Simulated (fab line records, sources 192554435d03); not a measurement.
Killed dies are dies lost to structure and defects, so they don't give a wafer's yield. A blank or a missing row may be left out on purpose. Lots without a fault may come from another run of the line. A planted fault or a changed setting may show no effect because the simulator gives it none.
fab line records | flow n5_finfet | part 1 of 2: steps 1 to 3 of 6
record lots=22 wafers=66 last_day=22
route steps=1938 shown BEOL_M8@1398 BEOL_M9@1422
lots that met no fault: from a run of the same line without faults
start_h: hours from the record's first day to the start of the lot's first wafer shown | wait_h: hours since the lot's step before | " the same as in the row above | L1.1+2: a row that stands for several wafers | - no value, or no start given | * or withheld: withheld | < > ~ a bound
route shown NAME@n: a module of which the file shows steps, and the number in the route of the first | usual: mean/standard deviation of fault-free wafers | same: alike in all rows | chamber/n: place in a boat | sites: the reading at each site | _std_site: their standard deviation | _edge_site: outer sites' mean less inner sites' | radius_mm: how far each site lies from the wafer's centre | mask NAME#n: copy n | behind: the tool/chamber that last shaped the wafer | hold: why the lot was held/for how many hours/how that ended | device: the transistor (n, p or np) that didn't switch | end of line: the same wafers' tests at the end of the route | a step without rows: its recipe alone | killed: dies lost to structure and defects at the first sort, not the wafer's yield | map: a wafer's dies, x killed, . not, _ none there
set.NAME: the setting as run; set.NAME@STEP: as run at that earlier step | model.NAME: the simulator's own value behind a step, which no gauge read
steps of the route over a sample of lots; a table a step, a row a wafer
services: from which hour (start_h, from the record's first day; less than 0 if before it) a tool's chamber was out of use, for how many hours, and why
## steps
# step N5_BEOL_M8_DEP_56
# recipe material=SiCN target_thk_a=100 temp_c=withheld precursor=3MS/NH3 pressure_torr=3 rf_w=202 time_s=17.5
# usual showerhead_plenum_p_Torr=3.659/0.011 showerhead_vpp_V=884/36 throttle_valve_pct=9.0/0.3
# columns lot.wafer tool chamber start_h wait_h showerhead_plenum_p_Torr showerhead_vpp_V throttle_valve_pct
L074.1 pecvd-04 1 227.61 0.0 3.673 836 9.0
L074.3 " 0 " " 3.654 856 9.2
L074.5 " 1 " " 3.678 825 8.6
L075.2 pecvd-02 0 256.49 0.0 3.667 915 9.3
L075.4 " 1 " " 3.657 842 8.7
L075.5 " 0 " " 3.657 910 9.2
L077.1 pecvd-02 1 266.64 0.0 3.658 838 8.6
L077.4 " 0 " " 3.664 900 9.3
L077.6 " 2 " " 3.643 929 8.9
L076.4 pecvd-03 2 275.99 0.0 3.658 914 8.9
L076.5 " 1 " " 3.636 891 9.4
L076.6 " 0 " " 3.668 921 9.1
L078.4 pecvd-04 1 283.20 0.0 3.688 840 8.8
L078.5 " 0 " " 3.654 857 9.2
L078.6 " 2 " " 3.658 866 9.0
L079.1 pecvd-02 2 287.06 0.0 3.668 924 8.9
L079.3 " 1 " " 3.660 829 8.9
L079.4 " 2 " " 3.658 910 8.9
L080.3 pecvd-03 2 297.91 0.0 3.650 923 8.3
L080.4 " 0 " " 3.677 910 9.5
L080.5 " 2 " " 3.653 901 8.4
L081.1 pecvd-02 2 333.16 0.0 3.656 906 9.0
L081.2 " 1 " " 3.651 846 8.9
L081.4 " 2 " " 3.658 926 9.0
L083.2 pecvd-04 1 354.90 0.0 3.679 823 8.8
L083.3 " 2 " " 3.654 879 9.3
L083.4 " 0 " " 3.646 857 9.2
L084.4 pecvd-04 0 356.59 0.0 3.651 865 9.3
L084.5 " 2 " " 3.655 866 9.0
L084.6 " 1 " " 3.675 840 8.9
L085.1 pecvd-03 0 364.92 0.0 3.664 903 9.2
L085.2 " 2 " " 3.660 902 8.4
L085.6 " 0 " " 3.666 933 9.5
L086.3 pecvd-02 1 374.43 0.0 3.674 829 8.5
L086.5 " 2 " " 3.649 918 9.1
L086.6 " 0 " " 3.665 911 9.3
L087.2 pecvd-02 0 385.48 0.0 3.661 908 9.4
L087.4 " 1 " " 3.663 830 8.7
L087.6 " 2 " " 3.659 908 9.2
L090.3 pecvd-03 0 386.02 0.0 3.666 904 9.3
L090.5 " 1 " " 3.645 896 9.2
L090.6 " 2 " " 3.657 911 8.7
L088.2 pecvd-04 0 398.22 0.0 3.650 870 9.3
L088.5 " 0 " " 3.643 861 9.2
L088.6 " 2 " " 3.660 864 9.3
L095.4 pecvd-03 0 412.34 0.0 3.665 911 9.4
L095.5 " 1 " " 3.641 879 9.1
L095.6 " 2 " " 3.659 930 8.5
L091.1 pecvd-03 0 418.05 0.0 3.667 933 9.6
L091.2 " 2 " " 3.655 915 8.6
L091.3 " 1 " " 3.631 899 9.5
L092.1 pecvd-02 0 426.63 0.0 3.663 910 9.3
L092.2 " 2 " " 3.649 931 9.1
L092.5 " 0 " " 3.666 904 9.3
L089.1 pecvd-02 1 435.55 0.0 3.661 837 9.0
L089.2 " 0 " " 3.672 898 9.3
L089.3 " 2 " " 3.657 926 9.0
L093.1 pecvd-02 1 437.23 0.0 3.655 826 8.6
L093.4 " 1 " " 3.658 829 9.0
L093.5 " 2 " " 3.651 926 8.8
L082.1 pecvd-02 2 443.02 0.0 3.659 913 9.2
L082.3 " 1 " " 3.663 833 9.1
L082.6 " 1 " " 3.670 841 8.7
L096.3 pecvd-02 1 444.18 0.0 3.662 820 8.8
L096.4 " 2 " " 3.653 915 9.2
L096.6 " 1 " " 3.659 828 8.5
# step N5_BEOL_M9_HM_OPEN_17
# recipe chemistry=Cl2/BCl3 target_depth_a=200 overetch_a=60 target=TiN mask_material=SOC ion_energy_ev=150 pressure_mtorr=10 icp_w=1000 bias_w=126 Cl2_flow_sccm=53.25 bcl3_flow_sccm=21.75 Ar_flow_sccm=25
# usual bcl3_flow_sccm=21.74/0.061 drypump_motor_current_A=5.7/0.31 oes_ar_750_au=0.82/0.11 oes_product_au=0.70/0.092 throttle_valve_pct=22.08/0.15
# columns lot.wafer tool chamber start_h wait_h bcl3_flow_sccm drypump_motor_current_A oes_ar_750_au oes_product_au rf_hours_counter_h throttle_valve_pct
L074.1 rie_metal-03 0 229.64 0.0 21.86 5.3 0.65 0.57 86 22.10
L074.3 " 1 " " 21.72 5.4 0.80 0.69 - 22.19
L074.5 " 0 " " 21.77 5.3 0.66 0.57 - 22.10
L075.2 rie_metal-02 0 258.76 0.0 21.78 6.2 0.77 0.66 48 22.18
L075.4 " 0 " " 21.71 6.3 0.77 0.66 - 22.17
L075.5 " 1 " " 21.66 5.7 0.95 0.81 - 22.02
L077.1 rie_metal-02 0 268.31 0.0 21.80 6.3 0.77 0.65 48 22.18
L077.4 " 1 " " 21.73 5.7 0.95 0.81 - 22.04
L077.6 " 0 " " 21.84 6.3 0.77 0.65 - 22.17
L076.4 rie_metal-03 0 277.92 0.1 21.64 5.3 0.65 0.57 - 22.11
L076.5 " 1 " " 21.59 5.4 0.79 0.67 - 22.20
L076.6 " 0 " " 21.76 5.3 0.65 0.56 - 22.12
L078.4 rie_metal-03 0 286.47 0.1 21.80 5.3 0.65 0.57 - 22.10
L078.5 " 0 " " 21.79 5.3 0.65 0.57 - 22.09
L078.6 " 1 " " 21.74 5.4 0.79 0.68 - 22.19
L079.1 rie_metal-01 0 289.26 0.0 21.67 5.5 0.65 0.56 105 22.07
L079.3 " 0 " " 21.75 5.6 0.65 0.56 - 22.06
L079.4 " 1 " " 21.70 5.9 0.65 0.55 - 22.35
L080.3 rie_metal-03 1 300.42 0.1 21.75 5.4 0.79 0.67 - 22.20
L080.4 " 0 " " 21.59 5.3 0.65 0.55 - 22.12
L080.5 " 0 " " 21.67 5.3 0.65 0.56 - 22.11
L081.1 rie_metal-01 0 335.81 0.0 21.78 5.5 0.99 0.84 1 21.80
L081.2 " 1 " " 21.73 5.9 0.64 0.54 103 22.37
L081.4 " 0 " " 21.80 5.5 0.99 0.83 - 21.80
L083.2 rie_metal-02 1 357.91 0.0 21.73 5.7 0.91 0.77 9 22.05
L083.3 " 0 " " 21.73 6.2 0.75 0.64 - 22.19
L083.4 " 1 " " 21.75 5.7 0.91 0.78 - 22.05
L084.4 rie_metal-03 1 358.94 0.1 21.72 5.4 0.78 0.66 - 22.21
L084.5 " 0 " " 21.77 5.3 0.64 0.56 - 22.12
L084.6 " 1 " " 21.75 5.5 0.78 0.67 - 22.22
L085.1 rie_metal-01 0 368.44 0.0 21.80 5.5 0.95 0.81 3 21.79
L085.2 " 0 " " 21.74 5.5 0.95 0.82 - 21.80
L085.6 " 0 " " 21.62 5.6 0.95 0.81 - 21.81
L086.3 rie_metal-01 1 377.40 0.1 21.73 5.9 0.99 0.83 - 22.05
L086.5 " 0 " " 21.78 5.6 0.94 0.79 - 21.80
L086.6 " 1 " " 21.73 5.9 0.99 0.84 - 22.04
L087.2 rie_metal-02 1 388.20 0.0 21.75 5.7 0.90 0.77 10 22.05
L087.4 " 0 " " 21.75 6.3 0.75 0.65 - 22.19
L087.6 " 1 " " 21.80 5.6 0.89 0.78 - 22.04
L090.3 rie_metal-01 0 388.28 0.1 21.82 5.5 0.94 0.79 - 21.81
L090.5 " 1 " " 21.59 5.9 0.96 0.83 - 22.04
L090.6 " 0 " " 21.63 5.6 0.93 0.80 - 21.82
L088.2 rie_metal-02 1 399.95 0.0 21.73 5.7 0.89 0.76 11 22.04
L088.5 " 1 " " 21.67 5.7 0.90 0.76 - 22.06
L088.6 " 0 " " 21.78 6.2 0.74 0.63 - 22.18
L095.4 rie_metal-02 1 415.97 0.1 21.73 5.7 0.88 0.76 - 22.06
L095.5 " 1 " " 21.73 5.7 0.89 0.76 - 22.07
L095.6 " 0 " " 21.71 6.3 0.74 0.63 - 22.20
L091.1 rie_metal-02 1 420.07 0.0 21.72 5.7 0.89 0.75 13 22.04
L091.2 " 0 " " 21.66 6.3 0.74 0.63 58 22.20
L091.3 " 0 " " 21.71 6.3 0.75 0.63 - 22.20
L092.1 rie_metal-02 0 429.02 0.0 21.84 6.3 0.74 0.62 59 22.18
L092.2 " 1 " " 21.86 5.7 0.88 0.74 13 22.05
L092.5 " 1 " " 21.79 5.7 0.88 0.75 - 22.06
L089.1 rie_metal-03 0 438.31 0.0 21.72 5.3 0.93 0.80 2 21.96
L089.2 " 1 " " 21.78 5.4 0.76 0.65 57 22.24
L089.3 " 1 " " 21.88 5.4 0.76 0.65 - 22.22
L093.1 rie_metal-01 1 441.15 0.0 21.70 5.9 0.92 0.78 5 22.07
L093.4 " 0 " " 21.64 5.5 0.91 0.77 - 21.83
L093.5 " 1 " " 21.72 5.9 0.92 0.78 - 22.06
L082.1 rie_metal-01 0 446.45 0.0 21.78 5.6 0.91 0.77 10 21.82
L082.3 " 0 " " 21.83 5.5 0.91 0.77 - 21.83
L082.6 " 0 " " 21.73 5.6 0.90 0.77 - 21.80
L096.3 rie_metal-03 1 447.11 0.1 21.81 5.4 0.75 0.64 - 22.23
L096.4 " 0 " " 21.77 5.3 0.92 0.80 - 21.92
L096.6 " 1 " " 21.71 5.4 0.76 0.64 - 22.24
# step N5_BEOL_M9_ETCH_65
# recipe chemistry=CF4 target=SiARC target_depth_a=156 mask_material=CAR-EUV time_s=26 ion_energy_ev=80 pressure_mtorr=40 source_w=545 bias_w=36 Ar_flow_sccm=100 cf4_flow_sccm=100 ends=cleared
# usual cf4_flow_sccm=100.0/0.31 drypump_motor_current_A=5.8/0.35 etch_rf_on_time_s=25.9/0.37 oes_product_au=0.69/0.056 rf_vpp_V=184.2/1.2 showerhead_plenum_p_Torr=2.15/0.066 throttle_valve_pct=15.58/0.19
# columns lot.wafer tool chamber start_h wait_h cf4_flow_sccm drypump_motor_current_A etch_rf_on_time_s oes_product_au rf_hours_counter_h rf_vpp_V showerhead_plenum_p_Torr throttle_valve_pct
L074.1 rie_diel-01 2 231.19 0.0 99.9 5.7 26.4 0.67 87 185.2 2.17 15.83
L074.3 " 0 " " 99.6 5.4 25.7 0.77 26 183.3 2.10 15.54
L074.5 " 0 " " 99.8 5.4 25.7 0.76 - 182.4 2.10 15.54
L075.2 rie_diel-06 1 259.88 0.0 100.0 6.3 25.3 0.77 35 185.0 2.10 15.64
L075.4 " 3 " " 99.8 5.8 26.2 0.58 253 183.5 2.02 15.57
L075.5 " 2 " " 99.8 5.5 25.8 0.67 - 183.3 2.15 15.56
L077.1 rie_diel-06 1 271.22 0.0 99.8 6.3 25.6 0.77 37 184.0 2.10 15.65
L077.4 " 0 " " 99.6 6.5 26.3 0.63 - 185.3 2.22 15.61
L077.6 " 2 " " 99.8 5.5 25.8 0.67 - 182.7 2.15 15.57
L076.4 rie_diel-03 0 278.92 0.0 100.0 6.0 26.0 0.72 66 182.9 2.09 15.70
L076.5 " 1 " " 99.8 5.2 26.3 0.58 - 184.0 2.19 15.57
L076.6 " 2 " " 100.1 5.9 25.4 0.69 - 184.8 2.17 15.59
L078.4 rie_diel-06 0 288.44 0.0 100.1 6.5 26.3 0.64 - 185.1 2.21 15.62
L078.5 " 2 " " 100.6 5.5 25.9 0.67 - 183.5 2.15 15.58
L078.6 " 3 " " 100.0 5.8 26.2 0.58 - 183.4 2.02 15.58
L079.1 rie_diel-06 3 291.45 0.0 99.9 5.8 26.3 0.56 260 182.4 2.02 15.58
L079.3 " 0 " " 100.4 6.5 26.2 0.63 175 185.6 2.21 15.62
L079.4 " 0 " " 100.0 6.5 26.0 0.63 - 183.6 2.21 15.61
L080.3 rie_diel-03 0 301.61 0.0 100.3 6.0 26.1 0.71 72 183.2 2.09 15.73
L080.4 " 3 " " 99.8 6.2 26.3 0.66 - 181.4 2.06 15.49
L080.5 " 0 " " 100.4 6.0 26.0 0.70 - 184.0 2.09 15.71
L081.1 rie_diel-01 3 337.73 0.0 99.6 6.1 25.0 0.73 70 184.6 2.17 15.48
L081.2 " 2 " " 100.4 5.7 26.3 0.67 109 183.9 2.16 15.87
L081.4 " 0 " " 99.4 5.4 25.7 0.73 53 182.8 2.09 15.59
L083.2 rie_diel-01 0 359.18 0.0 99.7 5.4 25.4 0.73 57 182.9 2.09 15.61
L083.3 " 2 " " 99.7 5.7 25.7 0.66 115 184.1 2.16 15.86
L083.4 " 1 " " 100.5 5.6 25.8 0.77 25 185.8 2.27 15.48
L084.4 rie_diel-01 3 360.79 0.0 99.3 6.1 25.3 0.72 75 185.3 2.17 15.48
L084.5 " 3 " " 100.0 6.1 25.4 0.72 - 184.3 2.17 15.49
L084.6 " 0 " " 100.3 5.4 25.7 0.72 - 182.6 2.09 15.60
L085.1 rie_diel-01 1 372.01 0.0 99.9 5.6 25.8 0.77 27 186.8 2.27 15.49
L085.2 " 2 " " 99.7 5.7 26.1 0.66 117 185.0 2.16 15.88
L085.6 " 3 " " 99.9 6.0 25.1 0.72 - 184.3 2.17 15.49
L086.3 rie_diel-06 0 380.76 0.0 99.9 6.5 26.4 0.62 194 184.4 2.21 15.67
L086.5 " 0 " " 99.8 6.5 26.7 0.62 - 183.8 2.21 15.64
L086.6 " 3 " " 100.3 5.8 26.0 0.79 - 185.3 2.27 15.09
L087.2 rie_diel-01 3 388.91 0.0 100.0 6.0 25.2 0.71 81 185.0 2.16 15.50
L087.4 " 0 " " 99.7 5.4 25.6 0.72 64 183.6 2.09 15.60
L087.6 " 3 " " 99.9 6.0 25.3 0.72 - 184.9 2.16 15.50
L090.3 rie_diel-03 1 389.18 0.0 100.5 5.2 26.0 0.80 17 186.2 2.19 15.12
L090.5 " 2 " " 99.7 5.9 25.8 0.67 - 184.7 2.16 15.64
L090.6 " 1 " " 99.4 5.2 25.9 0.79 - 186.5 2.19 15.13
L088.2 rie_diel-03 0 404.26 0.0 99.6 6.0 26.1 0.68 102 184.0 2.08 15.80
L088.5 " 3 " " 99.9 6.2 26.2 0.65 - 183.2 2.05 15.53
L088.6 " 0 " " 99.9 6.0 26.1 0.68 - 181.7 2.08 15.78
L095.4 rie_diel-03 0 418.41 0.0 100.2 6.0 26.1 0.68 105 183.1 2.08 15.79
L095.5 " 1 " " 100.4 5.2 26.2 0.79 - 184.1 2.18 15.14
L095.6 " 2 " " 100.5 5.9 25.8 0.66 - 185.0 2.16 15.65
L091.1 rie_diel-01 2 421.17 0.0 100.0 5.7 26.2 0.64 131 185.3 2.15 15.90
L091.2 " 1 " " 100.5 5.6 26.0 0.74 41 186.2 2.26 15.51
L091.3 " 0 " " 99.9 5.4 25.7 0.71 73 183.4 2.09 15.64
L092.1 rie_diel-03 0 432.66 0.0 99.9 6.0 26.2 0.68 109 183.1 2.07 15.78
L092.2 " 1 " " 100.1 5.2 26.2 0.77 27 185.7 2.18 15.13
L092.5 " 3 " " 99.6 6.2 26.4 0.64 - 182.8 2.05 15.55
L089.1 rie_diel-06 1 439.74 0.0 99.8 6.3 25.6 0.72 69 183.3 2.09 15.68
L089.2 " 0 " " 100.1 6.5 26.1 0.62 207 184.6 2.20 15.69
L089.3 " 3 " " 100.3 5.8 25.5 0.76 28 185.0 2.26 15.12
L093.1 rie_diel-01 0 445.26 0.0 99.3 5.4 25.7 0.70 80 182.2 2.09 15.65
L093.4 " 3 " " 100.4 6.1 25.4 0.70 99 183.9 2.16 15.53
L093.5 " 1 " " 99.9 5.6 26.2 0.74 - 185.5 2.26 15.52
L082.1 rie_diel-06 1 450.91 0.0 100.0 6.3 25.8 0.72 72 182.1 2.09 15.71
L082.3 " 3 " " 100.4 5.8 25.9 0.75 31 186.0 2.26 15.13
L082.6 " 3 " " 100.3 5.8 25.8 0.75 - 185.5 2.26 15.13
L096.3 rie_diel-01 1 451.07 0.0 100.3 5.6 26.2 0.74 50 185.3 2.26 15.52
L096.4 " 3 " " 99.4 6.0 25.2 0.70 101 185.2 2.16 15.54
L096.6 " 2 " " 100.2 5.7 26.6 0.63 - 185.3 2.15 15.92
